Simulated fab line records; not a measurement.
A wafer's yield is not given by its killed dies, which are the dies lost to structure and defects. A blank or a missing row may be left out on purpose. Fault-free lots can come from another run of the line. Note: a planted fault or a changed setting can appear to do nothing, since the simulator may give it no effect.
Struck lot and sound lot, side by side :: flow n5 finfet :: 37 steps out of a route of 1938
Sound: wafers L758.1, L758.3, L758.6. Struck: wafer L756.5; the same lot's L756.1 was not struck, so it is left out; see the end for the cause.
Per side, at each step with rows, come the tool, then ch with its chambers, and then its first start. Under that, the readings that differ: sound wafers :: struck wafers :: difference of the means :: sigmas: that difference in standard deviations of wafers without a fault.
alike: same words and numbers on both sides, and readings whose means sit less than 2 such deviations apart. not compared: any withheld reading, any reading some wafer has no value for, any bound like >300 that may hide the same value, and any number with overlapping values for which the record gives no deviation.
The two part at a step that has a row with sigmas, a row that says differs or no value, or rows on one side only. Numbers that don't overlap but have no deviation are shown without sigmas and don't part them. A reading missing from all wafers of one side parts the sides only when that side holds two or more wafers.

first, 9 steps without rows for these wafers: N5_BEOL_M9_ALD_74 (deposits TaN, target thk 2 nm, pulse time 2 s, purge time 3 s); N5_BEOL_M9_SURFACE_TREAT_79; N5_BEOL_M9_CVD_78 (deposits Co from CCTBA/H2, target thk 2 nm, time 138.9 s); N5_BEOL_M9_SPUTTER_48 (material Cu, target thk 12 nm, time 2 s); N5_BEOL_M9_ECD_50 (material Cu, target thk 318 nm); N5_BEOL_M9_ANNEAL_51 (time 90 s); N5_BEOL_M9_CMP_52 (polishes, stops on SiCOH lowk, t overpolish 7 s, target thk 140 nm); N5_BEOL_M9_PRE_CLEAN_55 (time 15 s); N5_BEOL_M9_DEP_56 (deposits SiCN from 3MS/NH3, target thk 15 nm, time 26.5 s).
N5_BEOL_M10_ILD_DEP_00: deposits SiCOH lowk from DEMS/porogen, target thk 308.51 nm, time 58 s.
  sound on pecvd-02 ch 0,1,2, day 15 16:25; struck on pecvd-01 ch 0, day 15 04:38
reading: heater power w (W)
sound: 324 358 346
struck: 266
difference: -77
sigmas: -2

reading: run length s (s)
sound: 100.9 101.6 101.4
struck: 89.9
difference: -11.4
sigmas: -25

reading: model.SiCOH_lowk_of_BEOL_M10_ILD_DEP_00.thk nm (nm)
sound: 310 305.8 305.4
struck: 256
difference: -51
sigmas: 
  alike: showerhead plenum p Torr, throttle valve pct
then, 1 step without rows for these wafers: N5_BEOL_M10_CURE_71 (cures SiCOH lowk, time 240 s).
N5_BEOL_M10_THK_MEAS_01:
  sound on film metro-02, day 15 17:00; struck on film metro-02, day 15 05:43
reading: M10_ILD_THK (nm)
sound: 269 266 265
struck: 222
difference: -45
sigmas: -12
then, 23 steps without rows for these wafers: N5_BEOL_M10_PECVD_70 (deposits SiO2 from TEOS/O2, target thk 20 nm, time 22.7 s); N5_BEOL_M10_HM_DEP_02 (deposits TiN, target thk 20 nm); N5_BEOL_M10_COAT_59 (time 60 s, resist thk 100 nm); N5_BEOL_M10_COAT_60 (time 60 s, resist thk 30 nm); N5_BEOL_M10_COAT_05 (resist thk 90 nm); N5_BEOL_M10_EBR_07; N5_BEOL_M10_SOFTBAKE_06 (time 60 s); N5_BEOL_M10_EXPOSE_08 (exposes mask M10); N5_BEOL_M10_PEB_09 (peb time 60 s); N5_BEOL_M10_DEVELOP_10 (develop time 30 s); N5_BEOL_M10_DESCUM_16 (chemistry O2, time 7.9 s); N5_BEOL_M10_ETCH_61 (etches SiARC in CF4, target depth 39 nm, time 65 s); N5_BEOL_M10_ETCH_62 (etches SOC in N2/H2, target depth 110 nm, overetch 22 nm, time 165 s); N5_BEOL_M10_STRIP_68 (strips in N2/H2); N5_BEOL_M10_STRIP_67 (strips in CF4); N5_BEOL_M10_HM_OPEN_17 (chemistry Cl2/BCl3, target TiN, target depth 20 nm, overetch 6 nm); N5_BEOL_M10_STRIP_19 (strips in O2); N5_BEOL_M10_COAT_63 (time 60 s, resist thk 100 nm); N5_BEOL_M10_COAT_64 (time 60 s, resist thk 30 nm); N5_BEOL_M10_COAT_22 (resist thk 90 nm); N5_BEOL_M10_EBR_24; N5_BEOL_M10_SOFTBAKE_23 (time 60 s); N5_BEOL_M10_EXPOSE_25 (exposes mask V9).
N5_BEOL_M10_CMP_52: polishes, stops on SiCOH lowk, t overpolish 7 s, target thk 140 nm.
  sound on cmp-03 ch 1,2, day 16 01:53; struck on cmp-01 ch 2, day 15 12:20
reading: motor current A (A)
sound: 6.4 5.9 5.9
struck: 7.7
difference: +1.6
sigmas: +3

reading: model.SiCOH_lowk_of_BEOL_M10_ILD_DEP_00.thk nm (nm)
sound: 266.4 262.6 262.4
struck: 218.8
difference: -45.0
sigmas: 
  alike: clearing platen down force psi, slurry flow ml min
  not compared: pad life wafers
-- here the record skips 2 days between the struck wafers' starts before and after, leaving off in module BEOL_M10 and picking up in module PASSIVATION (first step shown: number 1936 of the route) --
N5_PASSIVATION_PROBE_49:
  sound on prober-01, day 18 02:01; struck on prober-02, day 17 12:23
reading: killed at front end
sound: 66 75 47
struck: 38
difference: -25
sigmas: -2
  alike: defect limited yield, killed_at_M0_to_M3, killed_at_M4_up, killed at contacts, killed at other, killed dies, killed open, killed short, sort_bin_5_function, sort_bin_6_memory, sort n pass, sort yield pct

== WHERE THEY PART ==
Earliest at N5_BEOL_M10_ILD_DEP_00; latest, in this record, at N5_PASSIVATION_PROBE_49.

WHY: what had been put in by the simulator
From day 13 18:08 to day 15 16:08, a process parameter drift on pecvd-01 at N5_BEOL_M10_ILD_DEP_00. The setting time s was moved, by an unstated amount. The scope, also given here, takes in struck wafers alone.
